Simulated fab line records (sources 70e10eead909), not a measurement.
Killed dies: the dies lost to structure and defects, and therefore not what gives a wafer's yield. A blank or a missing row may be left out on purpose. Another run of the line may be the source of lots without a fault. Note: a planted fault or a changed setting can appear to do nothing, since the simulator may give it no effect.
Matching of chambers + flow nand-harc + NHARC_A_STAIRCASE_TRIM_12 on rie-diel-07 has 4 sister chambers
The step chemistry O2, time 211.2 s. 8 wafers are shown with their chamber, then 8 later ones without.

== EACH WAFER AND ITS CHAMBER ==
| wafer  | chamber | drypump-motor-current-A (A) | showerhead-plenum-p-Torr (Torr) |
|--------|---------|-----------------------------|---------------------------------|
| L078.1 | 1       | 5.7                         | 3.46                            |
| L080.4 | 3       | 6.2                         | 3.40                            |
| L080.5 | 2       | 5.9                         | 3.49                            |
| L080.6 | 3       | 6.1                         | 3.40                            |
| L089.1 | 0       | 6.5                         | 3.70                            |
| L089.2 | 1       | 5.7                         | 3.44                            |
| L089.3 | 2       | 5.9                         | 3.48                            |
| L090.1 | 0       | 6.5                         | 3.70                            |

== WAFERS WITH NO CHAMBER GIVEN ==
| wafer  | drypump-motor-current-A (A) | showerhead-plenum-p-Torr (Torr) |
|--------|-----------------------------|---------------------------------|
| L090.5 | 6.5                         | 3.70                            |
| L090.6 | 6.1                         | 3.39                            |
| L092.1 | 6.5                         | 3.70                            |
| L092.3 | 5.7                         | 3.44                            |
| L092.6 | 6.1                         | 3.38                            |
| L097.2 | 6.1                         | 3.37                            |
| L097.3 | 5.7                         | 3.43                            |
| L097.5 | 6.1                         | 3.37                            |

== WHICH CHAMBER EACH WENT THROUGH ==
| wafer  | from the rows above | in truth |
|--------|---------------------|----------|
| L090.5 | 0                   | 0        |
| L090.6 | 3                   | 3        |
| L092.1 | 0                   | 0        |
| L092.3 | 1                   | 1        |
| L092.6 | 3                   | 3        |
| L097.2 | 3                   | 3        |
| L097.3 | 1                   | 1        |
| L097.5 | 3                   | 3        |
Correct placement for 8 of the 8. Left unplaced by these rows: 0. Wrongly placed: 0.
How it was worked out, from the rows above alone: a wafer's distance from a chamber is the root of the sum, over the readings, of the square of ((its reading less the chamber's mean) divided by the reading's scatter). The wafer belongs to the nearest chamber; if the next one is less than 2 further off, it can't be placed. For every chamber, the mean is computed from those of its wafers that are shown. How the scatter is found: for the shown wafers, subtract from each reading the mean of its chamber, square and add these, divide the total by (wafers less chambers), then take the root.
